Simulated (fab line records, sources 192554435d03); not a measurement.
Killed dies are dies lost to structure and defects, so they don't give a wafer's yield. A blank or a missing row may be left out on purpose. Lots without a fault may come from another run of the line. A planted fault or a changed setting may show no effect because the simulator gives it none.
One fault seen from 2 desks | flow n5_finfet | each desk has only its own numbers; what lay behind them comes last

THE METROLOGY DESK
What the gauges read, lot by lot, whatever tool the lot ran on: means of the sampled wafers that have a number. A lot is out of limits, marked OUT, if its mean lies more than 4 standard deviations from the usual mean; the brackets give that distance. Of its 11 readings 7 are shown: those that lie furthest out on some lot.
Columns: A = IOFF_N at N5_BEOL_M4_RC_MEAS_101, usual 0.17 nA/um; B = IOFF_P at N5_BEOL_M4_RC_MEAS_101, usual 0.23 nA/um; C = ION_N at N5_BEOL_M4_RC_MEAS_101, usual 673 uA/um; D = ION_P at N5_BEOL_M4_RC_MEAS_101, usual 462 uA/um; E = SS_P at N5_BEOL_M4_RC_MEAS_101, usual 73.6 mV/dec; F = VT_N at N5_BEOL_M4_RC_MEAS_101, usual 250 mV; G = VT_P at N5_BEOL_M4_RC_MEAS_101, usual -249.7 mV
lot  | first seen here | A    | B    | C   | D   | E    | F   | G
L397 | day 6 00:55     | 0.16 | 0.18 | 665 | 450 | 73.0 | 252 | -253.8
L410 | day 8 12:00     | 0.15 | 0.21 | 669 | 462 | 73.4 | 254 | -251.5
L413 | day 9 05:46     | 0.17 | 0.22 | 672 | 459 | 73.5 | 251 | -250.5
L414 | day 9 08:46     | 0.15 | 0.20 | 663 | 459 | 72.6 | 251 | -251.8
L415 | day 9 12:44     | 0.13 | 0.16 | 653 | 449 | 72.8 | 256 | -254.8
L420 | day 10 21:16    | 0.17 | 0.24 | 688 | 477 | 73.7 | 248 | -246.8
This desk's finding: nothing out of limits on any of the 6 lots.

THE TOOL OWNER'S DESK: ald_sin-01
The tool's own readings at N5_MOL_CONTACT_COAG_ALD_123 (deposits SiNx, target thk 5 nm, pulse time 1 s, purge time 2 s): means of the sampled wafers that have a number, for each lot that ran on this tool. A lot is out of limits, marked OUT, if its mean lies more than 4 standard deviations from the usual mean; the brackets give that distance.
Columns: A = heater_power_w at N5_MOL_CONTACT_COAG_ALD_123, usual 856 W; B = precursor_pulse_height_rel at N5_MOL_CONTACT_COAG_ALD_123, usual 0.998; C = susceptor_temp_C at N5_MOL_CONTACT_COAG_ALD_123, usual 400.00 C
lot  | first seen here | A   | B     | C
L397 | day 6 01:02     | 949 | 1.002 | 399.98
L410 | day 8 12:08     | 935 | 0.996 | 399.96
L413 | day 9 05:56     | 950 | 1.001 | 417.49 (+79) OUT
L415 | day 9 12:46     | 866 | 1.001 | 417.35 (+79) OUT
This desk's finding: out of limits on L413, L415; first on L413, day 9 05:56 (susceptor_temp_C at N5_MOL_CONTACT_COAG_ALD_123). In limits: L397, L410.

PUT TOGETHER
The tool owner's desk could have raised an alarm at day 9 05:56, on L413, L415.
The metrology desk saw nothing out of limits.
The metrology desk has L413, L415 on record, within its limits.
Of the lots named, all ran N5_MOL_CONTACT_COAG_ALD_123 on ald_sin-01.

WHAT THE SIMULATOR HAD PUT IN
Process parameter drift: ald_sin-01, from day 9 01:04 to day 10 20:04, at N5_MOL_CONTACT_COAG_ALD_123. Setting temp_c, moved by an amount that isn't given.
Lots struck among those shown: L413, L415.
Hours from the fault's start to each desk's first reading out of limits: the tool owner's desk, 5.
